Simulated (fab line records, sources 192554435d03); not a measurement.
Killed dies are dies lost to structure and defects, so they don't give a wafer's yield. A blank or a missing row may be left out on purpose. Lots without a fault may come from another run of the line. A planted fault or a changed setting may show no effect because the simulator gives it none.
Problem report in the 8D (eight disciplines) form, filled by code | flow n5_finfet | the parts of the form that need people (team, actions taken, sign-off) are left out

1. THE PROBLEM
raw_defect_count at N5_BEOL_M2_INSPECT_13 reads a mean of 1349 on 6 wafers of 2 lots; wafers without a fault read 385 with a standard deviation of 77. That is +13 standard deviations from the usual mean.
The step: inspects for defects (brightfield).
First seen on wafer L600.3, day 12 03:47, on defect_inspect-02. The record holds 27 wafers of 9 lots with a number at this step. Rule for "out", or "out of limits": more than 4 standard deviations from the usual mean. The other wafers with a number count as sound.

2. WHAT IT IS AND WHAT IT IS NOT
question                    | is                                   | is not
which readings at this step | raw_defect_count                     | -
which lots                  | L600, L601                           | L581, L584, L588, L590, L591, L596, L598
which wafers of those lots  | all that have a number               | -
read on which gauges        | defect_inspect-01, defect_inspect-02 | -
when                        | from day 12 03:47                    | up to then (21 sound wafers)

3. SUSPECTS, AND WHAT RULES EACH OUT
Counting: a tool at a process step up to the reading stays a suspect if it ran every lot that is out and no sound lot after the first of them.
- the gauge at N5_BEOL_M2_INSPECT_13: ruled out. The wafers that are out were read on 2 gauges (defect_inspect-01, defect_inspect-02).
- pecvd-01 at N5_BEOL_M2_PECVD_72 (deposits SiO2 from TEOS/O2, target thk 16 nm, time 18 s): kept. It ran every lot that is out, first L600 (day 12 02:30), and no sound lot after that; its last sound lot up to then is L591 (day 9 18:07).
- pvd_sputter-01 at N5_BEOL_M2_HM_DEP_02 (deposits TiN, target thk 20 nm): kept. It ran every lot that is out, first L600 (day 12 03:10), and no sound lot after that; its last sound lot up to then is L596 (day 10 13:05).
Left after counting: pecvd-01 at N5_BEOL_M2_PECVD_72, pvd_sputter-01 at N5_BEOL_M2_HM_DEP_02.

4. THE CAUSE (what the simulator had put in)
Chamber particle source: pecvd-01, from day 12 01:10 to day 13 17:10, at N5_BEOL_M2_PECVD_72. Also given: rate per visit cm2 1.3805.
Counting left 2 suspects, and this tool is among them.

5. THE CHAIN OF EFFECTS, in route order
Each row: a reading whose mean over the struck wafers that have a number lies more than 3 standard deviations from the usual. Only readings for which the record gives a usual standard deviation are gone through. hours: the time from each lot's start at the first step in this table that gives one to its start at this step, as a median over the lots. sigmas: the change in usual standard deviations.
hours | step                    | reading              | usual  | on struck wafers | change | sigmas
0     | N5_BEOL_M2_INSPECT_13   | raw_defect_count     | 385    | 1349             | +964   | +13
146   | N5_PASSIVATION_PROBE_49 | defect_limited_yield | 91.7 % | 81.4             | -10.3  | -7.4
146   | N5_PASSIVATION_PROBE_49 | killed_at_M0_to_M3   | 31     | 152              | +121   | +11
146   | N5_PASSIVATION_PROBE_49 | killed_dies          | 98     | 220              | +122   | +7.6
146   | N5_PASSIVATION_PROBE_49 | sort_bin_5_function  | 4.9 %  | 11.8             | +6.9   | +7.2
146   | N5_PASSIVATION_PROBE_49 | sort_n_pass          | 1080   | 960              | -120   | -5.2
146   | N5_PASSIVATION_PROBE_49 | sort_yield_pct       | 91.5 % | 81.4             | -10.1  | -5.3
The process steps in it:
- N5_PASSIVATION_PROBE_49
Later measuring or inspecting steps at which every struck wafer that the step has a row for has a number for every such reading, and none has moved that far: N5_BEOL_M4_RC_MEAS_101.

6. WHAT WOULD HAVE CAUGHT IT SOONER
In this record the first reading out of limits at a measuring or inspecting step was taken at day 12 03:47, 3 hours after the fault began at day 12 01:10.
Of the tool readings at N5_BEOL_M2_PECVD_72 for which the record gives a usual standard deviation, none was out on any struck wafer, so an alarm limit of 4 standard deviations on them would not have fired.
All the lots that are out (2) had begun N5_BEOL_M2_PECVD_72 on pecvd-01 by day 12 03:47. A hold on the tool at that time would have spared none of them.
